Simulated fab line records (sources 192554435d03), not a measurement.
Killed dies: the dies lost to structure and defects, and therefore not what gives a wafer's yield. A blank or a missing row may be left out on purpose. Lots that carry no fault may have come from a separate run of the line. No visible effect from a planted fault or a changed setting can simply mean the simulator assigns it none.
fab line records	flow n5Finfet
record lots=6	wafers=18	lastDay=16
route steps=1938 shown DUMMY_GATE@256 SPACER0@258 SD_EPI_N@262 BEOL_M4@1111
lots that met no fault: from a run of the same line without faults
startH: the number of hours between the record's first day and the start of the first shown wafer of the lot	waitH: hours elapsed since this lot's preceding step	" repeats the value in the row above	L1.1+2: one row covering several wafers at once	- value missing, or start not given	* or withheld: withheld	< > ~ a bound
route shown NAME@n: names a module that has steps shown in the file, with the first one's number in the route	usual: mean/standard deviation of fault-free wafers	same: alike in all rows	chamber/n: place in a boat	sites: the reading at each site	_std_site: the values' standard deviation	_edge_site: the outer-site mean with the inner-site mean subtracted	radiusMm: how far each site lies from the wafer's centre	mask NAME#n: copy n	behind: the tool/chamber that last shaped the wafer	hold: cause of the lot's hold/its duration in hours/its outcome	device: which transistor (n, p or np) failed to switch	end of line: at the end of the route, the tests of the same wafers	a step given without rows: its recipe and nothing more	killed: dies that structure and defects cost at the first sort, which is not the same as the wafer's yield	map: a wafer's dies, marking killed ones x, the rest . and places with no die _
set.NAME: the run value of the setting; set.NAME@STEP: its run value at that earlier step	model.NAME: the simulator's own value behind a step, which no gauge read
lots at some steps of the route; a table a step, a row a wafer
services: a tool's chamber out of use, with start hour (startH, from the record's first day; less than 0 if before it), hours out, and reason
## steps
# step N5_DUMMY_GATE_UV_OZONE_45
# recipe timeS=120	pressureTorr=760	tempC=25
# step N5_DUMMY_GATE_INSPECT_27
# recipe inspectInstrument=brightfield	mode=aei
# usual rawDefectCount=295/77
lot.wafer	tool	chamber	startH	waitH	rawDefectCount
L850.1	defectInspect-02	-	59.05	0.0	182
L850.4	"	-	"	"	276
L850.6	"	-	"	"	267
L853.1	defectInspect-01	-	80.10	0.0	382
L853.3	"	-	"	"	522
L853.5	"	-	"	"	333
L859.1	defectInspect-02	-	115.10	0.0	347
L859.3	"	-	"	"	311
L859.5	"	-	"	"	265
L860.3	defectInspect-02	-	121.49	0.0	221
L860.5	"	-	"	"	187
L860.6	"	-	"	"	179
L862.1	defectInspect-02	-	132.30	0.0	467
L862.4	"	-	"	"	261
L862.5	"	-	"	"	298
L865.3	defectInspect-01	-	148.74	0.0	223
L865.4	"	-	"	"	230
L865.5	"	-	"	"	309
# step N5_SPACER0_ALD_07
# recipe material=SiNx	targetThkA=20	tempC=400	aldPrecursorFamily=SiH2I2	aldCoReactant=N2/H2-plasma	pressureTorr=2
# usual heaterPowerW=879/100
lot.wafer	tool	chamber	startH	waitH	heaterPowerW
L850.1	aldSin-03	0	59.09	0.0	883
L850.4	"	1	"	"	829
L850.6	"	3	"	"	1062
L853.1	aldSin-03	3	80.14	0.0	1093
L853.3	"	1	"	"	809
L853.5	"	0	"	"	877
L859.1	aldSin-01	3	115.13	0.0	803
L859.3	"	1	"	"	914
L859.5	"	1	"	"	904
L860.3	aldSin-04	2	121.62	0.1	967
L860.5	"	3	"	"	765
L860.6	"	2	"	"	969
L862.1	aldSin-01	0	132.34	0.0	859
L862.4	"	3	"	"	804
L862.5	"	1	"	"	890
L865.3	aldSin-01	2	148.78	0.0	1060
L865.4	"	0	"	"	860
L865.5	"	1	"	"	933
# step N5_SPACER0_ALD_00
# recipe material=SiOCN	targetThkA=35	tempC=400	aldPrecursorFamily=alkyl-aminosilane	aldCoReactant=O2/N2-plasma	pulseTimeS=3	purgeTimeS=2	coReactantPurgeTimeS=2	aldCycles=58	pressureTorr=2
# usual heaterPowerW=876/100	precursorPulseHeightRel=1.002/0.018
lot.wafer	tool	chamber	startH	waitH	heaterPowerW	precursorPulseHeightRel
L850.1	aldSin-03	0	59.24	0.1	838	1.033
L850.4	"	1	"	"	813	1.018
L850.6	"	3	"	"	1090	1.005
L853.1	aldSin-03	3	80.29	0.1	1060	1.022
L853.3	"	1	"	"	817	0.982
L853.5	"	0	"	"	864	0.996
L859.1	aldSin-01	3	115.29	0.1	798	0.997
L859.3	"	1	"	"	892	1.008
L859.5	"	1	"	"	888	1.005
L860.3	aldSin-04	2	121.77	0.1	960	1.009
L860.5	"	3	"	"	759	0.989
L860.6	"	2	"	"	959	0.985
L862.1	aldSin-01	0	132.49	0.1	831	0.979
L862.4	"	3	"	"	813	1.028
L862.5	"	1	"	"	913	1.048
L865.3	aldSin-01	2	148.93	0.1	1076	0.986
L865.4	"	0	"	"	827	1.002
L865.5	"	1	"	"	897	0.994
# step N5_SPACER0_ALD_08
# recipe material=SiNx	targetThkA=20	tempC=400	aldPrecursorFamily=SiH2I2	aldCoReactant=N2/H2-plasma	pressureTorr=2
# step N5_SPACER0_INSPECT_04
# recipe inspectInstrument=darkfield	mode=postDep
# usual rawDefectCount=135/32
lot.wafer	tool	chamber	startH	waitH	rawDefectCount
L850.1	defectInspect-01	-	59.66	0.1	84
L850.4	"	-	"	"	138
L850.6	"	-	"	"	101
L853.1	defectInspect-01	-	80.71	0.1	181
L853.3	"	-	"	"	235
L853.5	"	-	"	"	167
L859.1	defectInspect-01	-	115.70	0.1	172
L859.3	"	-	"	"	125
L859.5	"	-	"	"	119
L860.3	defectInspect-01	-	122.19	0.1	96
L860.5	"	-	"	"	93
L860.6	"	-	"	"	88
L862.1	defectInspect-01	-	132.90	0.1	177
L862.4	"	-	"	"	157
L862.5	"	-	"	"	124
L865.3	defectInspect-02	-	149.34	0.1	102
L865.4	"	-	"	"	114
L865.5	"	-	"	"	150
# step N5_SD_EPI_N_COAT_32
# recipe resist=SOC	tempC=250	timeS=60	spinRpm=1500	resistThkNm=350
# step N5_SD_EPI_N_COAT_33
# recipe resist=SiARC	tempC=220	timeS=60	spinRpm=1500	resistThkNm=35
# step N5_SD_EPI_N_COAT_03
# recipe resist=CAR-ArF-block	spinRpm=1500	resistThkNm=150
# step N5_SD_EPI_N_EBR_05
# recipe solvent=PGMEA	ebrWidthMm=1.5
# step N5_SD_EPI_N_SOFTBAKE_04
# recipe tempC=110	timeS=60	resist=CAR-ArF-block
# step N5_SD_EPI_N_EXPOSE_06
# recipe maskId=SD_N_BLK	na=1.35	sourceShape=conventional	sigmaOuter=0.8	polarization=unpolarized	targetCdNm=120	doseMj=39.75
# step N5_SD_EPI_N_PEB_07
# recipe pebTempC=110	pebTimeS=60	resist=CAR-ArF-block
# usual heaterPowerTotalW=175.6/1.6	resistLineTempC=22.99/0.1
lot.wafer	tool	chamber	startH	waitH	heaterPowerTotalW	resistLineTempC
L850.1	lithoTrack-01	0	59.99	0.1	176.3	23.14
L850.4	"	0	"	"	173.3	22.99
L850.6	"	0	"	"	174.6	23.09
L853.1	lithoTrack-01	0	81.04	0.1	175.8	23.07
L853.3	"	0	"	"	175.9	22.99
L853.5	"	0	"	"	173.0	23.04
L859.1	lithoTrack-01	0	116.04	0.1	177.6	22.97
L859.3	"	0	"	"	175.6	22.80
L859.5	"	0	"	"	363.3	23.02
L860.3	lithoTrack-02	0	122.52	0.0	177.5	22.96
L860.5	"	0	"	"	177.4	22.91
L860.6	"	0	"	"	176.1	22.85
L862.1	lithoTrack-01	0	133.11	0.1	173.6	23.06
L862.4	"	0	"	"	177.6	23.04
L862.5	"	0	"	"	374.6	22.90
L865.3	lithoTrack-03	0	149.55	0.0	177.7	22.88
L865.4	"	0	"	"	175.8	23.04
L865.5	"	0	"	"	177.4	22.86
# step N5_SD_EPI_N_DEVELOP_08
# recipe developTimeS=30	developer=TMAH	resist=CAR-ArF-block	devTempC=23	rinseLiquid=diw	dry=airSpin
# step N5_SD_EPI_N_CD_MEAS_09
# recipe targetCdNm=120	landingEnergyEv=500	detector=seInlens
# usual cdNm=119.9/0.64
lot.wafer	tool	chamber	startH	waitH	cdNm
L850.1	cdSem-02	0	60.06	-	120.0
L850.4	"	0	"	"	120.2
L850.6	"	0	"	"	120.8
L853.1	cdSem-01	0	81.11	-	120.6
L853.3	"	0	"	"	120.6
L853.5	"	0	"	"	120.9
L859.1	cdSem-03	0	116.11	-	119.7
L859.3	"	0	"	"	120.9
L859.5	"	0	"	"	61.3
L860.3	cdSem-03	0	122.59	-	120.0
L860.5	"	0	"	"	120.1
L860.6	"	0	"	"	119.7
L862.1	cdSem-02	0	133.18	-	120.0
L862.4	"	0	"	"	120.2
L862.5	"	0	"	"	60.9
L865.3	cdSem-02	0	149.62	-	119.6
L865.4	"	0	"	"	120.6
L865.5	"	0	"	"	119.0
# step N5_SD_EPI_N_OVL_MEAS_10
# recipe pointsPerWafer=44
# usual SD_N_BLK_OVL=-0.3/0.87
lot.wafer	tool	chamber	startH	waitH	SD_N_BLK_OVL[nm]
L850.1	overlay-02	0	60.09	0.0	-0.6
L850.4	"	0	"	"	-0.6
L850.6	"	0	"	"	-0.3
L853.1	overlay-01	0	81.14	0.0	-1.3
L853.3	"	0	"	"	-0.4
L853.5	"	0	"	"	-1.2
L859.1	overlay-02	0	116.14	0.0	-0.2
L859.3	"	0	"	"	0.0
L859.5	"	0	"	"	0.7
L860.3	overlay-02	0	122.62	0.0	-1.2
L860.5	"	0	"	"	0.2
L860.6	"	0	"	"	-0.2
L862.1	overlay-02	0	133.21	0.0	0.3
L862.4	"	0	"	"	0.8
L862.5	"	0	"	"	-0.2
L865.3	overlay-01	0	149.65	0.0	1.6
L865.4	"	0	"	"	0.9
L865.5	"	0	"	"	0.7
# step N5_SD_EPI_N_INSPECT_11
# recipe mode=adi	inspectInstrument=macro
# usual rawDefectCount=1.9/1.4
lot.wafer	tool	chamber	startH	waitH	rawDefectCount
L850.1	defectInspect-02	-	60.11	0.0	2
L850.4	"	-	"	"	3
L850.6	"	-	"	"	1
L853.1	defectInspect-01	-	81.16	0.0	1
L853.3	"	-	"	"	1
L853.5	"	-	"	"	1
L859.1	defectInspect-02	-	116.16	0.0	3
L859.3	"	-	"	"	0
L859.5	"	-	"	"	4
L860.3	defectInspect-02	-	122.64	0.0	3
L860.5	"	-	"	"	4
L860.6	"	-	"	"	1
L862.1	defectInspect-02	-	133.23	0.0	4
L862.4	"	-	"	"	3
L862.5	"	-	"	"	2
L865.3	defectInspect-02	-	149.67	0.0	3
L865.4	"	-	"	"	2
L865.5	"	-	"	"	1
# step N5_SD_EPI_N_DESCUM_14
# recipe chemistry=O2	timeS=7.9	sourcePowerW=50	biasPowerW=20	pressureMtorr=20	rfFrequencyHz=2.712e+07	tempC=40	resist=CAR-ArF-block	o2FlowSccm=225
# usual drypumpMotorCurrentA=5.5/0.5	oesProductAu=0.76/0.087	rfVppV=243.1/1.3	showerheadPlenumPTorr=2.08/0.062	throttleValvePct=20.50/0.21
lot.wafer	tool	chamber	startH	waitH	drypumpMotorCurrentA	oesProductAu	rfHoursCounterH	rfVppV	showerheadPlenumPTorr	throttleValvePct	model.SD_EPI_N.cdNm
L850.1	rieDiel-04	0	60.28	0.2	5.0	0.70	212	242.4	2.05	20.48	120
L850.4	"	3	"	"	6.2	0.72	218	241.7	2.07	20.46	120
L850.6	"	3	"	"	6.1	0.73	-	242.4	2.07	20.46	120.6
L853.1	rieDiel-03	2	81.22	0.1	5.9	0.74	184	244.6	2.09	20.45	120.6
L853.3	"	1	"	"	5.3	0.87	42	244.5	2.07	20.23	120.6
L853.5	"	3	"	"	5.2	0.77	-	246.4	2.17	20.22	120.4
L859.1	rieDiel-03	1	116.20	0.0	5.3	0.85	53	242.0	2.06	20.24	120
L859.3	"	0	"	"	6.1	0.94	10	242.1	2.06	20.70	120.8
L859.5	"	2	"	"	5.8	0.72	-	243.3	2.09	20.46	61.2
L860.3	rieDiel-04	1	122.94	0.3	6.0	0.75	174	244.6	2.17	20.79	120
L860.5	"	2	"	"	5.1	0.71	-	242.0	2.07	20.60	120
L860.6	"	1	"	"	6.0	0.76	-	245.1	2.17	20.80	119.6
L862.1	rieDiel-04	3	133.27	0.0	6.2	0.69	245	243.4	2.06	20.53	120
L862.4	"	0	"	"	5.0	0.69	239	244.0	2.04	20.52	120
L862.5	"	1	"	"	6.0	0.75	-	243.7	2.17	20.80	60.8
L865.3	rieDiel-02	3	149.71	0.0	5.3	0.95	17	245.7	2.23	20.27	119.8
L865.4	"	1	"	"	6.4	0.68	244	242.5	2.06	20.13	120.8
L865.5	"	3	"	"	5.3	0.95	-	245.4	2.23	20.29	119
# step N5_SD_EPI_N_ETCH_34
# recipe chemistry=CF4	target=SiARC	targetDepthA=455	maskMaterial=CAR-ArF-block	timeS=75.8	ionEnergyEv=80	pressureMtorr=40	sourceW=545	biasW=36	Ar_flow_sccm=100	cf4FlowSccm=100	ends=cleared
# step N5_SD_EPI_N_ETCH_35
# recipe chemistry=N2/H2	target=SOC	overetchA=1080	maskMaterial=SiARC	tempC=40	ionEnergyEv=100	sourceW=3000	biasW=133	pressureMtorr=20	timeS=486	n2FlowSccm=200	h2FlowSccm=200
# usual biasW=133.0/0.42	drypumpMotorCurrentA=5.5/0.5	oesProductAu=0.68/0.072	rfVppV=240.6/1.3	showerheadPlenumPTorr=2.53/0.076	throttleValvePct=23.9/0.36
lot.wafer	tool	chamber	startH	waitH	biasW	drypumpMotorCurrentA	oesProductAu	rfHoursCounterH	rfVppV	showerheadPlenumPTorr	throttleValvePct
L850.1	rieDiel-04	0	60.37	0.0	132.8	5.0	0.64	212	240.6	2.54	24.4
L850.4	"	3	"	"	132.3	6.2	0.64	218	240.2	2.51	23.6
L850.6	"	3	"	"	132.5	6.2	0.65	-	242.3	2.51	23.6
L853.1	rieDiel-03	2	81.31	0.0	132.4	5.8	0.66	184	240.6	2.53	23.9
L853.3	"	1	"	"	132.4	5.3	0.78	42	240.1	2.47	23.3
L853.5	"	3	"	"	132.6	5.2	0.69	-	242.6	2.68	23.8
L859.1	rieDiel-03	1	116.29	0.0	133.3	5.3	0.76	53	240.4	2.47	23.3
L859.3	"	0	"	"	133.9	6.2	0.83	10	240.7	2.49	24.0
L859.5	"	2	"	"	132.4	5.9	0.65	-	240.6	2.52	23.9
L860.3	rieDiel-04	1	123.03	0.0	132.2	6.0	0.67	174	242.8	2.63	24.3
L860.5	"	2	"	"	133.0	5.1	0.63	-	240.0	2.50	23.8
L860.6	"	1	"	"	132.8	6.0	0.67	-	240.4	2.63	24.3
L862.1	rieDiel-04	3	133.36	0.0	133.5	6.2	0.63	245	238.0	2.50	23.7
L862.4	"	0	"	"	132.7	5.0	0.62	239	239.6	2.53	24.4
L862.5	"	1	"	"	132.1	6.0	0.67	-	241.8	2.63	24.3
L865.3	rieDiel-02	3	149.80	0.0	132.9	5.3	0.84	17	243.0	2.69	23.4
L865.4	"	1	"	"	132.8	6.4	0.63	244	240.3	2.50	23.3
L865.5	"	3	"	"	132.7	5.3	0.84	-	242.3	2.69	23.4
# step N5_SD_EPI_N_STRIP_36
# recipe chemistry=N2/H2	tempC=40	n2FlowSccm=200	h2FlowSccm=200	rfFrequencyHz=6e+07
# step N5_SD_EPI_N_ETCHBACK_44
# recipe chemistry=CH3F/O2	mode=anisotropicEtchback	target=SiNx	targetDepthA=145	stopOn=SiO2	overEtchFrac=0.3	ionEnergyEv=120	pressureMtorr=30	sourceW=395	biasW=73	Ar_flow_sccm=150	CH3F_flow_sccm=30	O2_flow_sccm=20
# usual biasW=72.99/0.21	drypumpMotorCurrentA=5.5/0.5	oesProductAu=0.65/0.068	rfVppV=301/4.8	showerheadPlenumPTorr=1.99/0.062	throttleValvePct=16.42/0.23
lot.wafer	tool	chamber	startH	waitH	biasW	drypumpMotorCurrentA	oesProductAu	rfHoursCounterH	rfVppV	showerheadPlenumPTorr	throttleValvePct
L850.1	rieDiel-04	0	60.70	0.0	72.93	5.0	0.61	212	302	1.97	16.49
L850.4	"	3	"	"	72.79	6.2	0.61	218	297	1.97	16.36
L850.6	"	3	"	"	73.02	6.2	0.61	-	297	1.97	16.36
L853.1	rieDiel-03	2	81.64	0.0	72.88	5.8	0.63	184	311	1.98	16.32
L853.3	"	1	"	"	73.30	5.3	0.74	42	305	1.95	16.00
L853.5	"	3	"	"	73.14	5.1	0.67	-	296	2.10	16.33
L859.1	rieDiel-03	1	116.61	0.0	73.35	5.3	0.73	54	306	1.95	16.02
L859.3	"	0	"	"	72.91	6.1	0.80	10	306	1.96	16.47
L859.5	"	2	"	"	72.61	5.9	0.62	-	311	1.98	16.33
L860.3	rieDiel-04	1	123.36	0.0	72.98	6.0	0.64	174	307	2.08	16.67
L860.5	"	2	"	"	72.97	5.1	0.60	-	298	1.97	16.50
L860.6	"	1	"	"	72.67	6.0	0.63	-	305	2.08	16.69
L862.1	rieDiel-04	3	133.68	0.0	72.70	6.2	0.60	245	298	1.96	16.42
L862.4	"	0	"	"	72.86	4.9	0.60	239	301	1.96	16.53
L862.5	"	1	"	"	73.02	6.0	0.64	-	305	2.08	16.70
L865.3	rieDiel-02	3	150.12	0.0	73.24	5.3	0.80	17	304	2.13	16.10
L865.4	"	1	"	"	72.88	6.4	0.60	244	296	1.96	16.17
L865.5	"	3	"	"	73.06	5.3	0.80	-	305	2.13	16.11
# step N5_SD_EPI_N_ETCH_45
# recipe chemistry=CH3F/O2	target=SiOCN	targetDepthA=60	maskMaterial=SOC	ionEnergyEv=60	biasW=29	pressureMtorr=15	sourceW=410	Ar_flow_sccm=150	CH3F_flow_sccm=30	O2_flow_sccm=20
# usual biasW=29.00/0.079	drypumpMotorCurrentA=5.5/0.5	oesProductAu=0.76/0.085	rfVppV=127.2/1	showerheadPlenumPTorr=1.98/0.062	throttleValvePct=23.36/0.27
lot.wafer	tool	chamber	startH	waitH	biasW	drypumpMotorCurrentA	oesProductAu	rfHoursCounterH	rfVppV	showerheadPlenumPTorr	throttleValvePct
L850.1	rieDiel-04	0	60.80	0.1	28.92	5.0	0.72	212	126.7	1.96	23.37
L850.4	"	3	"	"	29.02	6.1	0.72	218	128.5	1.96	23.28
L850.6	"	3	"	"	28.94	6.2	0.73	-	126.7	1.96	23.27
L853.1	rieDiel-03	2	81.74	0.1	28.96	5.9	0.74	184	128.0	1.98	23.13
L853.3	"	1	"	"	28.94	5.3	0.89	42	124.6	1.95	22.96
L853.5	"	3	"	"	28.90	5.2	0.78	-	127.4	2.09	23.24
L859.1	rieDiel-03	1	116.71	0.1	29.03	5.3	0.86	54	125.5	1.94	22.99
L859.3	"	0	"	"	28.95	6.1	0.95	10	128.1	1.96	23.54
L859.5	"	2	"	"	29.02	5.9	0.73	-	126.4	1.97	23.15
L860.3	rieDiel-04	1	123.46	0.1	28.83	6.0	0.75	174	128.6	2.07	23.76
L860.5	"	2	"	"	28.99	5.1	0.70	-	125.8	1.96	23.37
L860.6	"	1	"	"	28.84	6.0	0.75	-	130.0	2.07	23.76
L862.1	rieDiel-04	3	133.78	0.1	29.01	6.2	0.69	245	128.0	1.96	23.29
L862.4	"	0	"	"	28.96	5.0	0.69	239	126.1	1.95	23.38
L862.5	"	1	"	"	28.99	6.0	0.75	-	129.3	2.07	23.77
L865.3	rieDiel-02	3	150.22	0.1	29.08	5.3	0.94	17	128.0	2.13	23.21
L865.4	"	1	"	"	29.05	6.4	0.67	244	128.3	1.96	22.94
L865.5	"	3	"	"	29.07	5.3	0.94	-	127.6	2.13	23.19
# step N5_SD_EPI_N_ETCH_16
# recipe chemistry=CHF3/O2	target=SiO2	targetDepthA=50	maskMaterial=SOC	pressureMtorr=30	sourceW=650	biasW=170	Ar_flow_sccm=200	CHF3_flow_sccm=50	O2_flow_sccm=5	ionEnergyEv=200
# step N5_SD_EPI_N_STRIP_47
# recipe chemistry=CHF3/O2	resist=SiARC	rfFrequencyHz=6e+07
# step N5_SD_EPI_N_SD_RECESS_17
# recipe chemistry=HBr/Cl2/O2	targetDepthA=410	maskMaterial=SOC	timeS=23.7	btTimeS=3	pressureMtorr=10	icpW=800	biasW=112	HBr_flow_sccm=150	Cl2_flow_sccm=80	O2_flow_sccm=12
# usual biasW=112.0/0.34	drypumpMotorCurrentA=5.7/0.42	oesProductAu=0.999/0.019	throttleValvePct=37.1/0.38
lot.wafer	tool	chamber	startH	waitH	biasW	drypumpMotorCurrentA	oesProductAu	rfHoursCounterH	throttleValvePct	model.SD_EPI_N.cdNm
L850.1	rieSi-03	3	60.97	0.0	111.7	5.8	0.989	75	37.0	119.2
L850.4	"	1	"	"	111.8	5.0	0.982	100	37.1	121
L850.6	"	2	"	"	112.9	6.0	1.010	-	36.8	120.4
L853.1	rieSi-02	3	81.91	0.0	111.7	5.6	1.027	130	36.5	120.8
L853.3	"	1	"	"	111.9	6.2	1.013	112	36.7	120.6
L853.5	"	0	"	"	112.4	5.3	0.988	-	37.1	122.8
L859.1	rieSi-02	1	116.88	0.0	111.7	6.2	1.007	113	36.7	119.8
L859.3	"	2	"	"	111.8	4.9	1.005	76	37.4	121.4
L859.5	"	3	"	"	111.7	5.6	1.021	-	36.5	60.2
L860.3	rieSi-04	0	123.64	0.0	112.1	6.0	0.977	126	37.3	119.8
L860.5	"	2	"	"	111.5	6.0	1.015	-	37.7	119.8
L860.6	"	1	"	"	112.4	5.8	0.967	-	37.3	119.4
L862.1	rieSi-02	0	133.95	0.0	112.1	5.3	0.975	5	37.2	120.4
L862.4	"	3	"	"	111.8	5.6	1.013	131	36.5	118.8
L862.5	"	0	"	"	111.9	5.3	0.986	-	37.1	60.2
L865.3	rieSi-04	1	150.39	0.0	112.4	5.8	0.976	50	37.4	119.8
L865.4	"	1	"	"	112.2	5.9	0.969	-	37.3	122
L865.5	"	0	"	"	112.2	6.0	0.980	-	37.3	118.8
# step N5_SD_EPI_N_STRIP_38
# recipe chemistry=N2/H2	powerW=1000	tempC=250	h2Frac=0.65	overashFraction=0.3	pressureMtorr=withheld	n2FlowSccm=1750	h2FlowSccm=3250
# step N5_BEOL_M4_RC_MEAS_101
# usual DIBL_N=35.8/1.5	DIBL_P=35.9/1.8	IOFF_N=0.152/0.025	IOFF_P=0.21/0.031	ION_N=672/11	ION_P=462/7.4	SS_N=71.5/0.52	SS_P=73.2/0.54	VT_N=250/3	VT_P=-250/3.3
lot.wafer	tool	chamber	startH	waitH	DIBL_N[mV/V]	DIBL_P[mV/V]	IOFF_N[nA/um]	IOFF_P[nA/um]	ION_N[uA/um]	ION_P[uA/um]	SS_N[mV/dec]	SS_P[mV/dec]	VT_N[mV]	VT_P[mV]
L850.1	prober-02	0	178.78	0.0	39.1	38.8	0.194	0.27	677	465	71.8	73.5	247	-245
L850.4	"	0	"	"	38.1	38.1	0.171	0.25	681	476	71.5	73.6	250	-246
L850.6	"	0	"	"	40.1	39.1	0.219	0.28	693	476	72.9	74.2	244	-245
L853.1	prober-02	0	202.21	0.0	35.4	34.0	0.139	0.20	665	460	71.3	72.9	250	-247
L853.3	"	0	"	"	37.5	35.9	0.173	0.24	673	463	71.0	73.0	247	-245
L853.5	"	0	"	"	35.8	33.8	0.145	0.21	669	463	71.4	73.2	249	-247
L860.3	prober-01	0	237.07	0.3	35.1	35.8	0.145	0.19	674	462	71.6	74.0	250	-249
L860.5	"	0	"	"	34.8	35.1	0.134	0.18	676	461	71.4	73.3	252	-253
L860.6	"	0	"	"	36.6	37.9	0.180	0.22	681	470	71.3	74.0	247	-252
L859.1	prober-02	0	239.91	0.0	36.5	35.2	0.162	0.21	666	460	70.8	73.9	248	-250
L859.3	"	0	"	"	38.4	38.1	0.206	0.26	677	467	72.6	73.8	246	-250
L862.1	prober-01	0	246.32	0.0	35.7	35.7	0.149	0.20	672	463	71.2	73.1	250	-252
L862.4	"	0	"	"	33.6	33.1	0.120	0.17	662	451	71.3	72.5	252	-255
L865.3	prober-01	0	285.21	0.3	35.5	35.8	0.171	0.21	661	456	71.7	73.2	246	-249
L865.4	"	0	"	"	36.2	37.2	0.177	0.23	693	470	70.9	73.8	246	-248
L865.5	"	0	"	"	36.6	37.0	0.176	0.22	672	458	71.3	74.2	248	-248
## services
tool	chamber	startH	hours	kind
rieSi-03	1	39.23	1.2	repair
rieSi-02	-	43.05	3.5	repair
lithoTrack-01	-	43.30	-	consumableReplace:filter
aldSin-01	-	50.80	6.6	repair
rieSi-03	1	59.21	1.6	repair
rieDiel-03	0	63.04	1.6	repair
rieSi-03	2	75.40	5.5	repair
rieSi-02	-	83.60	2.8	pm
aldSin-01	-	85.29	14.0	pm
aldSin-01	0	85.29	14.0	ventCycle
aldSin-01	1	85.29	14.0	ventCycle
aldSin-01	2	85.29	14.0	ventCycle
aldSin-01	3	85.29	14.0	ventCycle
rieSi-03	2	98.76	11.3	repair
aldSin-01	0	99.29	-	clean
aldSin-01	1	99.29	-	clean
aldSin-01	2	99.29	-	clean
aldSin-01	3	99.29	-	clean
rieDiel-03	1	129.58	13.2	repair
rieDiel-04	2	139.87	-	clean
rieDiel-04	2	139.87	-	consumableReplace:focusRing
rieDiel-04	2	139.87	23.9	scheduledDown
rieDiel-04	2	139.87	23.9	ventCycle
aldSin-01	3	141.04	5.9	repair
## key
firstSign step=N5_SD_EPI_N_PEB_07	reading=heaterPowerTotalW	direction=up	sigmas=99+	usual=*	struck=*
effect step=N5_SD_EPI_N_CD_MEAS_09	reading=cdNm	direction=down	sigmas=93	usual=119.9	struck=61.1
modelEffect step=N5_SD_EPI_N_DESCUM_14	value=SD_EPI_N.cdNm	without=120.1	struck=61
modelEffect step=N5_SD_EPI_N_SD_RECESS_17	value=SD_EPI_N.cdNm	without=119.3	struck=60.2
metAt N5_SD_EPI_N_PEB_07
struckWafers L859.5,L862.5
laterRowsLeftOut L859.5,L862.5
sortLeftOut L859.5,L862.5
onsetBetween 81.04 116.04
fault kind=processParameterDrift	tool=lithoTrack-01	chamber=-	onsetH=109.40	steps=N5_SD_EPI_N_PEB_07	channel=pebTimeS	offset=*	shape=step	endH=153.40	scope=struckWafersOnly	actsIn=*	stated=*
# sortLeftOut: the simulated sort isn't trusted on such a fault, so these wafers' sort isn't shown, and their yield isn't known
# laterRowsLeftOut: the simulator's readings of these wafers behind a module that went badly wrong aren't trusted and aren't shown, but for the sort
